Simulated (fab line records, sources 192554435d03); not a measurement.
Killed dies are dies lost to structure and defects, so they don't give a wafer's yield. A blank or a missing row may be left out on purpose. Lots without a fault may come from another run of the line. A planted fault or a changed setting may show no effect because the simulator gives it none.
Chamber matching | flow n5_finfet | N5_BEOL_M11_VIA_ETCH_34 on rie_diel-02: 4 sister chambers
The step etches SiCOH lowk in C4F6/O2, target depth 184.5 nm, time 69.2 s. 18 wafers are shown with their chamber, then 9 later ones without.

WAFERS WITH THEIR CHAMBER
wafer  | chamber | rf_vpp_V (V) | showerhead_plenum_p_Torr (Torr) | throttle_valve_pct (%)
L304.2 | 2       | 697          | 2.96                            | 20.97
L304.4 | 0       | 659          | 2.88                            | 21.15
L304.5 | 2       | 694          | 2.96                            | 20.97
L308.1 | 2       | 695          | 2.95                            | 20.97
L308.4 | 3       | 657          | 3.04                            | 20.97
L308.6 | 2       | 696          | 2.95                            | 20.98
L309.2 | 1       | 666          | 2.89                            | 21.32
L309.3 | 2       | 696          | 2.95                            | 20.96
L309.4 | 3       | 657          | 3.04                            | 20.93
L310.3 | 0       | 660          | 2.88                            | 21.17
L310.4 | 3       | 657          | 3.04                            | 20.94
L310.6 | 3       | 656          | 3.04                            | 20.94
L316.1 | 3       | 656          | 3.04                            | 20.97
L316.2 | 2       | 694          | 2.95                            | 20.98
L316.5 | 0       | 660          | 2.87                            | 21.17
L317.1 | 2       | 696          | 2.94                            | 21.01
L317.4 | 1       | 666          | 2.89                            | 21.34
L317.5 | 2       | 696          | 2.94                            | 21.01

SIGNATURES (means of the wafers above)
reading                  | chamber 0 | chamber 1 | chamber 2 | chamber 3 | scatter within a chamber
rf_vpp_V                 | 659.67    | 666.00    | 695.50    | 656.60    | 0.84
showerhead_plenum_p_Torr | 2.8767    | 2.8900    | 2.9500    | 3.0400    | 0.00577
throttle_valve_pct       | 21.1633   | 21.3300   | 20.9812   | 20.9500   | 0.0176
Rule: a wafer's distance from a chamber is the root of the sum, over the readings, of the square of ((its reading less the chamber's mean) divided by the reading's scatter). The wafer belongs to the nearest chamber; if the next one is less than 2 further off, it can't be placed. The scatter: the root of (the sum of the squares of (reading less its chamber's mean) over the shown wafers, divided by (wafers less chambers)).

WAFERS WITHOUT THEIR CHAMBER
wafer  | rf_vpp_V (V) | showerhead_plenum_p_Torr (Torr) | throttle_valve_pct (%)
L322.2 | 659          | 2.87                            | 21.18
L322.4 | 666          | 2.88                            | 21.34
L322.6 | 667          | 2.88                            | 21.35
L305.2 | 666          | 2.88                            | 21.37
L305.3 | 660          | 2.87                            | 21.19
L305.5 | 666          | 2.88                            | 21.35
L325.1 | 696          | 2.93                            | 21.04
L325.3 | 667          | 2.87                            | 21.38
L325.4 | 660          | 2.86                            | 21.20

WHICH CHAMBER EACH WENT THROUGH
wafer  | from the rows above | in truth
L322.2 | 0                   | 0
L322.4 | 1                   | 1
L322.6 | 1                   | 1
L305.2 | 1                   | 1
L305.3 | 0                   | 0
L305.5 | 1                   | 1
L325.1 | 2                   | 2
L325.3 | 1                   | 1
L325.4 | 0                   | 0
Placed correctly: 9 of 9. Can't be placed from these rows: 0. Placed wrongly: 0.
